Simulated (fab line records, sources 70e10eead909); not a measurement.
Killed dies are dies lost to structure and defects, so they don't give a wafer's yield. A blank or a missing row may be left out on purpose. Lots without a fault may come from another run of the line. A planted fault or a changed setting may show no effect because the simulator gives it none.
Which tool did it? | flow nand_harc | 12 lots, 36 wafers sampled, at 4 steps of a route of 1302

WHAT THE GAUGES READ, wafer by wafer
NHARC_A_SLIT_CD_MEAS_09: target cd 300 nm.
lot  | measured     | on        | cd_nm (nm)
L076 | day 20 04:52 | cd_sem-03 | 301.0 300.9 300.4
L077 | day 20 13:38 | cd_sem-02 | 301.9 300.3 300.8
L079 | day 21 06:34 | cd_sem-03 | 301.1 301.3 300.6
L081 | day 22 18:05 | cd_sem-02 | 299.8 299.0 300.1
L083 | day 23 10:19 | cd_sem-02 | 300.3 300.2 300.7
L086 | day 24 20:04 | cd_sem-03 | 300.4 300.2 300.3
L087 | day 25 05:20 | cd_sem-03 | 300.6 300.2 300.7
L088 | day 26 18:07 | cd_sem-02 | 300.3 300.1 300.0
L089 | day 26 23:23 | cd_sem-01 | 300.4 300.2 300.1
L094 | day 27 21:30 | cd_sem-03 | 300.5 299.7 300.5
L096 | day 28 02:55 | cd_sem-01 | 300.4 300.1 300.4
L097 | day 29 13:50 | cd_sem-03 | 300.7 300.5 300.8

WHICH TOOL RAN EACH LOT (tool, then ch and the chambers of the sampled wafers, then the start)
lot  | NHARC_A_STAIRCASE_DEP_322       | NHARC_A_STAIRCASE_CMP_450     | NHARC_A_SGD_CUT_ETCH_15
L076 | pecvd-01 ch 1,2, day 18 12:59   | cmp-04 ch 2,3, day 19 11:07   | rie_diel-01 ch 0,1,3, day 20 04:52 or earlier
L077 | pecvd-03 ch 0,1, day 19 00:02   | cmp-02 ch 1,3, day 19 21:13   | rie_diel-12 ch 0,1,3, day 20 13:38 or earlier
L079 | pecvd-01 ch 0,1,2, day 19 18:16 | cmp-01 ch 0,1,3, day 20 16:43 | rie_diel-03 ch 1,2,3, day 21 06:34 or earlier
L081 | pecvd-03 ch 0,1, day 20 21:38   | cmp-01 ch 0,1,3, day 22 01:19 | rie_diel-03 ch 0,3, day 22 18:05 or earlier
L083 | pecvd-03 ch 0,1,2, day 21 19:37 | cmp-04 ch 0,1, day 22 19:55   | rie_diel-01 ch 0,2,3, day 23 10:19 or earlier
L086 | pecvd-02 ch 0,1,2, day 22 13:01 | cmp-04 ch 1,2,3, day 23 20:58 | rie_diel-12 ch 0,1,3, day 24 20:04 or earlier
L087 | pecvd-03 ch 0,1,2, day 23 12:15 | cmp-04 ch 0,1,3, day 24 10:41 | rie_diel-03 ch 1,2,3, day 25 05:20 or earlier
L088 | pecvd-01 ch 0,2, day 24 18:06   | cmp-04 ch 0,1,3, day 25 19:56 | rie_diel-01 ch 0,3, day 26 18:07 or earlier
L089 | pecvd-02 ch 0,1,2, day 25 03:14 | cmp-04 ch 0,1,3, day 26 05:26 | rie_diel-01 ch 1,3, day 26 23:23 or earlier
L094 | pecvd-03 ch 0,1, day 26 05:54   | cmp-01 ch 0,1,2, day 27 06:52 | rie_diel-01 ch 0,1,3, day 27 21:30 or earlier
L096 | pecvd-02 ch 0,2, day 26 14:07   | cmp-02 ch 0,1,2, day 27 12:25 | rie_diel-12 ch 1,2,3, day 28 02:55 or earlier
L097 | pecvd-03 ch 0,1,2, day 27 23:32 | cmp-02 ch 0,1,2, day 28 20:49 | rie_diel-12 ch 0,1,2, day 29 13:50 or earlier
- NHARC_A_STAIRCASE_DEP_322: deposits SiO2, target thk 7200 nm.
- NHARC_A_STAIRCASE_CMP_450: polishes SiO2, target thk 200 nm.
- NHARC_A_SGD_CUT_ETCH_15: etches the open film in CH3F/O2, target depth 75 nm, time 64.3 s.

THE ANSWER, worked out from the rows above alone
Rule: what is usual is taken from the lots themselves. Put in order of their means at a reading, lots are off if they are a third of the lots or fewer, leave a main group of 4 or more, and stand apart from it by a gap of 3 or more times the standard deviation of the main group's means; of several such gaps the widest counts. A main group whose means are all the same, to the digits that the tables above print for the reading, isn't used. A lot without any number at a reading at which 4 lots or more have one is off too. The other lots that the step has rows for count as sound.
No lot is off at any reading shown: from this, nothing can be told.

WHAT THE SIMULATOR HAD PUT IN
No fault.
